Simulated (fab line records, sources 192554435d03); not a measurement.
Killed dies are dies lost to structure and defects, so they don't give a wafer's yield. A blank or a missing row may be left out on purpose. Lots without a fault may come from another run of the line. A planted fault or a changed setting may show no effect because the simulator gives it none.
Split-lot experiment | flow n5_finfet | 7 lots, 21 wafers read, on a route of 1938 steps

THE SPLIT
At N5_BEOL_M2_ETCH_64 (etches SOC in N2/H2, target depth 75 nm, overetch 22.5 nm, time 121.9 s), the setting time_s was moved away from the recipe's 121.9 s on 5 of the 21 wafers read, by -15.1% to +21.2%. The other wafers ran this setting at the recipe's value.

FROM THE SPLIT TO THE READING: what the file shows between them, 3 steps
- N5_BEOL_M2_STRIP_65: strips in N2/H2
- N5_BEOL_M2_STRIP_75: strips in N2/H2
- N5_BEOL_M2_STRIP_66: strips in CF4

THE READING
etch.depth_nm (the simulator's own value, which no gauge read), in nm, at N5_BEOL_M2_HM_OPEN_17 (chemistry Cl2/BCl3, target TiN, target depth 20 nm, overetch 6 nm). The file gives no usual value for it. The 16 wafers here that ran the recipe average 20.04 nm, standard deviation 0.37 nm.

wafer  | tool, chamber at the split | time_s as run, s | against the recipe | etch.depth_nm, nm | against lot-mates on the recipe
L075.1 | rie_diel-03, 3,2,3         | 121.9            | recipe             | 19.52             | -
L075.3 | rie_diel-03, 3,2,3         | 121.9            | recipe             | 19.39             | -
L075.5 | rie_diel-03, 3,2,3         | 121.9            | recipe             | 19.46             | -
L081.1 | rie_diel-04, 2             | 147.8            | +21.2%             | 17.03             | -2.76
L081.2 | rie_diel-04, 1             | 121.9            | recipe             | 19.87             | -
L081.5 | rie_diel-04, 1             | 121.9            | recipe             | 19.71             | -
L085.1 | rie_diel-03, 3,1,2         | 121.9            | recipe             | 20.22             | -
L085.2 | rie_diel-03, 3,1,2         | 121.9            | recipe             | 20.55             | -
L085.5 | rie_diel-03, 3,1,2         | 121.9            | recipe             | 20                | -
L086.2 | rie_diel-02, 2,1,1         | 121.9            | recipe             | 19.98             | -
L086.3 | rie_diel-02, 2,1,1         | 121.9            | recipe             | 20.08             | -
L086.5 | rie_diel-02, 2,1,1         | 121.9            | recipe             | 19.95             | -
L090.1 | rie_diel-04, 0,1,3         | 121.9            | recipe             | 20.59             | -
L090.3 | rie_diel-04, 0,1,3         | 121.9            | recipe             | 20.23             | -
L090.5 | rie_diel-04, 0,1,3         | 121.9            | recipe             | 20.48             | -
L093.2 | rie_diel-04, 1,1,2         | 103.5            | -15.1%             | 19.9              | no lot-mate on the recipe
L093.4 | rie_diel-04, 1,1,2         | 103.5            | -15.1%             | 20.23             | no lot-mate on the recipe
L093.6 | rie_diel-04, 1,1,2         | 103.5            | -15.1%             | 19.79             | no lot-mate on the recipe
L096.1 | rie_diel-03, 1,0           | 121.9            | recipe             | 20.52             | -
L096.2 | rie_diel-03, 2             | 132.5            | +8.7%              | 19.2              | -1.07
L096.3 | rie_diel-03, 1,0           | 121.9            | recipe             | 20.03             | -
Where a row lists several chambers, the file gives one row for several wafers and doesn't say which wafer went through which chamber.

THE FIT
A straight line over all 21 wafers: etch.depth_nm changes by -0.0594 nm for each +1% of time_s; r = -0.61; the points scatter about the line by 0.61 nm.
The same after taking each lot's own level away (the mean of its wafers on the recipe; 18 wafers): -0.129 nm for each +1%; r = -0.98; scatter 0.15 nm.
On that fit, the largest move of time_s shifts the reading by 2.7 nm.
The lots' own levels span 19.457 to 20.433 nm, that is 2.6 times the standard deviation above.
So the lot-to-lot level blurs the effect unless lot-mates are compared.
Check: with one of the wafers moved furthest among these (+21.2%) left out of the fit, the line predicts -2.63 nm for it against its lot-mates. It came out at -2.76 nm against them.

OTHER SPLITS ON THESE WAFERS
These wafers also went through other splits before the reading. Each is held against what the fit with the lots' levels taken away leaves over:
other split on the same wafers       | wafers away from the commonest value | r with etch.depth_nm (lot level and that fit taken away)
N5_MOL_CONTACT_COAG_DESCUM_45 time_s | 7                                    | -0.12
N5_BEOL_M1_COAT_62 spin_rpm          | 4                                    | -0.09
N5_BEOL_M1_ETCH_74 bias_w            | 9                                    | +0.05
N5_BEOL_M2_ETCH_74 source_w          | 6                                    | -0.21

THE FILE'S OWN FIT
etch.depth_nm changes by -0.129 nm for each +1% of time_s, r = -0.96.
